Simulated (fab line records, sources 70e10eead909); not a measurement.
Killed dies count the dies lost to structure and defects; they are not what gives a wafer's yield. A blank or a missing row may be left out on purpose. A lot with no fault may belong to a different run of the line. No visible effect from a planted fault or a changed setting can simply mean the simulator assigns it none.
Chamber matching ; flow nand harc ; NHARC_A_STAIRCASE_DEP_151 on pecvd-03: 3 sister chambers
The step deposits SiO2, target thk 3800 nm. 16 wafers are shown with their chamber, then 8 later ones without.

## WAFERS PAIRED WITH THEIR CHAMBERS
wafer;chamber;heater power w (W)
L082.2;1;861
L082.5;1;718
L082.6;2;654
L085.2;2;642
L085.3;1;854
L085.6;2;637
L083.4;1;719
L083.5;0;461
L083.6;2;655
L088.1;0;578
L088.2;1;855
L088.4;2;628
L090.4;2;646
L090.5;0;478
L090.6;1;745
L092.4;1;718

SIGNATURES, as means of the wafers listed above
reading;chamber 0;chamber 1;chamber 2;scatter within a chamber
heater power w;505.67;781.43;643.67;54.6
Rule: distance of a wafer from a chamber = root of the sum over the readings of ((wafer's reading minus chamber's mean) / reading's scatter) squared. If the next closest chamber is less than 2 further off than the closest, the wafer can't be placed; otherwise it belongs to the closest. The scatter is the square root of a quotient: the sum, over the shown wafers, of each reading's squared deviation from its chamber's mean, divided by wafers minus chambers.

## WAFERS WHOSE CHAMBER IS MISSING
wafer;heater power w (W)
L092.5;644
L092.6;464
L091.2;741
L091.4;715
L091.5;450
L096.1;575
L096.4;463
L096.6;648

## EACH ONE'S CHAMBER
wafer;from the rows above;in truth
L092.5;2;2
L092.6;0;0
L091.2;can't be placed: 1 or 2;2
L091.4;can't be placed: 1 or 2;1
L091.5;0;0
L096.1;can't be placed: 2 or 0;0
L096.4;0;0
L096.6;2;2
5 of 8 placed correctly. From these rows, 3 cannot be placed; in 3 the true chamber is one of the candidates. 0 placed wrongly.
